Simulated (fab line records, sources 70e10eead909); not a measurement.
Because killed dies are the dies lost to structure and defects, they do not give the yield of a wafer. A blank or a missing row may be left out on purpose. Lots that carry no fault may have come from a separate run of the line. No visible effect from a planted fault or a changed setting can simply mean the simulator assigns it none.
Struck lot and sound lot, side by side ; flow nand-harc ; 15 out of 1159 route steps
Sound: these wafers, L702.1, L702.4, L702.5. Struck: wafer L713.1 (left out: L713.2, L713.3 of the same lot, which were not struck); the cause appears at the end.
At each step with rows: each side's tool, then ch and its chambers, then its first start. Under that, the readings that differ: sound wafers ; struck wafers ; difference of the means ; sigmas: that difference in standard deviations of wafers without a fault.
alike: a reading whose means differ by less than 2 such deviations, as well as words and numbers matching on both sides. not compared: withheld readings; readings where some wafer has no value; bounds like >300 that might hide an equal value; numbers whose values overlap and for which the record gives no deviation.
Wherever a step has rows on one side only, a row that says differs or no value, or a row with sigmas, the two part there. When numbers do not overlap yet have no deviation, they are printed without sigmas and do not part them. A reading missing from all wafers of one side parts the sides only when that side holds two or more wafers.

NHARC_A_CONTACT_ETCH_118: etches the open film in C4F8/O2/Ar, time 94 s, target depth 922 nm.
  sound on har-cap-etch-01 ch 0,1, day 18 05:50; struck on har-cap-etch-03 ch 1, day 21 12:14
  not compared: rf-hours-counter-h, run-length-s
NHARC_A_CONTACT_ETCH_119: etches the open film in C4F8/O2/Ar, time 94 s, target depth 922 nm.
  sound on har-cap-etch-01 ch 0,1, day 18 05:55; struck on har-cap-etch-03 ch 1, day 21 12:20
  not compared: rf-hours-counter-h, run-length-s
NHARC_A_CONTACT_ETCH_120: etches the open film in C4F8/O2/Ar, time 94 s, target depth 922 nm.
  sound on har-cap-etch-01 ch 0,1, day 18 06:01; struck on har-cap-etch-03 ch 1, day 21 12:25
  not compared: rf-hours-counter-h, run-length-s
then, 1 step without rows for these wafers: NHARC_A_CONTACT_ETCH_121 (etches the open film in C4F8/O2/Ar, time 94 s, target depth 922 nm).
NHARC_A_CONTACT_ETCH_122: etches the open film in C4F8/O2/Ar, time 95 s, target depth 930 nm.
  sound on har-cap-etch-01 ch 0,1, day 18 06:12; struck on har-cap-etch-03 ch 1, day 21 12:36
  not compared: rf-hours-counter-h, run-length-s
NHARC_A_CONTACT_ETCH_123: etches the open film in C4F8/O2/Ar, time 253 s, target depth 1090 nm.
  sound on har-cap-etch-01 ch 0,1, day 18 06:17; struck on har-cap-etch-03 ch 1, day 21 12:41
  alike: run-length-s
  not compared: rf-hours-counter-h
then, 2 steps without rows for these wafers: NHARC_A_CONTACT_ETCH_90 (etches the open film in CH3F/O2, target depth 40 nm, time 85.7 s); NHARC_A_CONTACT_ETCH_96 (etches the open film in C4F6/O2, target depth 20 nm, time 10 s).
NHARC_A_CONTACT_CD_MEAS_53:
  struck on cd-sem-02, day 21 13:31; sound on cd-sem-01, day 18 07:07
  alike: cd-nm
then, 3 steps without rows for these wafers: NHARC_A_CONTACT_STRIP_99 (strips in N2/H2); NHARC_A_CONTACT_STRIP_100 (strips in CF4/CHF3); NHARC_A_CONTACT_STRIP_101 (strips in O2/COS).
NHARC_A_CONTACT_ETCH_102: etches the open film in CF4/O2, target depth 70 nm, overetch 7 nm, time 38.5 s.
  sound on rie-diel-03 ch 1,2,3, day 18 07:25; struck on rie-diel-03 ch 0, day 21 13:52
reading;sound;struck;difference;sigmas
run-length-s (s);60.2 59.3 60.1;54.0;-5.9;-13
  alike: drypump-motor-current-A, oes-product-au, rf-vpp-V, showerhead-plenum-p-Torr, throttle-valve-pct
  not compared: rf-hours-counter-h
then, 1 step without rows for these wafers: NHARC_A_CONTACT_STRIP_55 (strips in O2).
-- the record jumps here: 3 days lie between the struck wafers' starts before and after (it left off in module A_CONTACT and takes up again in module END, whose first step shown is number 1159 of the route) --
NHARC_END_SORT_01:
  sound on prober-02 ch 0, day 21 09:14; struck on prober-02 ch 0, day 24 19:58
reading;sound;struck;difference;sigmas
hold;- - -;await-dispo/3.7h/release;no value on the sound wafers;
killed-at-array;16 24 23;674;+653;+59
killed-dies;16 25 25;677;+655;+55
  alike: killed-at-other, killed-at-periphery, killed-open, killed-short

WHERE THEY PART
Last at NHARC_END_SORT_01 as far as this record goes, first at NHARC_A_CONTACT_ETCH_102.

WHY: the cause the simulator had injected
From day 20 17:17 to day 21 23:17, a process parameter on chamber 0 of rie-diel-03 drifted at NHARC_A_CONTACT_ETCH_102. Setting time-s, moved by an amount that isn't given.
